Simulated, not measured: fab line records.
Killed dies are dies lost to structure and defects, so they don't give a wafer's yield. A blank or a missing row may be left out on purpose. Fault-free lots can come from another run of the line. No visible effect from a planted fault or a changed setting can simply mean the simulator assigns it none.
Matching of chambers | flow n5 finfet | N5_BEOL_M10_ETCH_61 on rie diel-01: 4 sister chambers
The step etches SiARC in CF4, target depth 39 nm, time 65 s. 8 wafers are shown with their chamber, then 8 later ones without.

WAFERS PAIRED WITH THEIR CHAMBERS
wafer  | chamber | showerhead plenum p Torr (Torr) | drypump motor current A (A)
L079.2 | 0       | 2.12                            | 5.5
L088.1 | 1       | 2.19                            | 5.1
L088.2 | 0       | 2.11                            | 5.5
L088.3 | 2       | 2.28                            | 5.2
L088.4 | 3       | 2.07                            | 5.6
L088.5 | 2       | 2.28                            | 5.2
L088.6 | 1       | 2.19                            | 5.0
L089.1 | 3       | 2.07                            | 5.6

WAFERS WHOSE CHAMBER IS MISSING
wafer  | showerhead plenum p Torr (Torr) | drypump motor current A (A)
L089.2 | 2.12                            | 5.5
L089.3 | 2.28                            | 5.2
L089.4 | 2.19                            | 5.1
L089.5 | 2.07                            | 5.6
L089.6 | 2.28                            | 5.3
L096.2 | 2.06                            | 5.6
L096.3 | 2.27                            | 5.2
L096.4 | 2.06                            | 5.6

CHAMBER TAKEN BY EACH
wafer  | from the rows above | in truth
L089.2 | 0                   | 0
L089.3 | 2                   | 2
L089.4 | 1                   | 1
L089.5 | 3                   | 3
L089.6 | 2                   | 2
L096.2 | 3                   | 3
L096.3 | 2                   | 2
L096.4 | 3                   | 3
8 of 8 placed correctly. Left unplaced by these rows: 0. Wrongly placed: 0.
How it was worked out, from the rows above alone: a wafer's distance from a chamber is the root of the sum, over the readings, of the square of ((its reading less the chamber's mean) divided by the reading's scatter). If the next closest chamber is less than 2 further off than the closest, the wafer can't be placed; otherwise it belongs to the closest. The mean given for a chamber averages the wafers shown for that chamber. The scatter: the root of (the sum of the squares of (reading less its chamber's mean) over the shown wafers, divided by (wafers less chambers)).
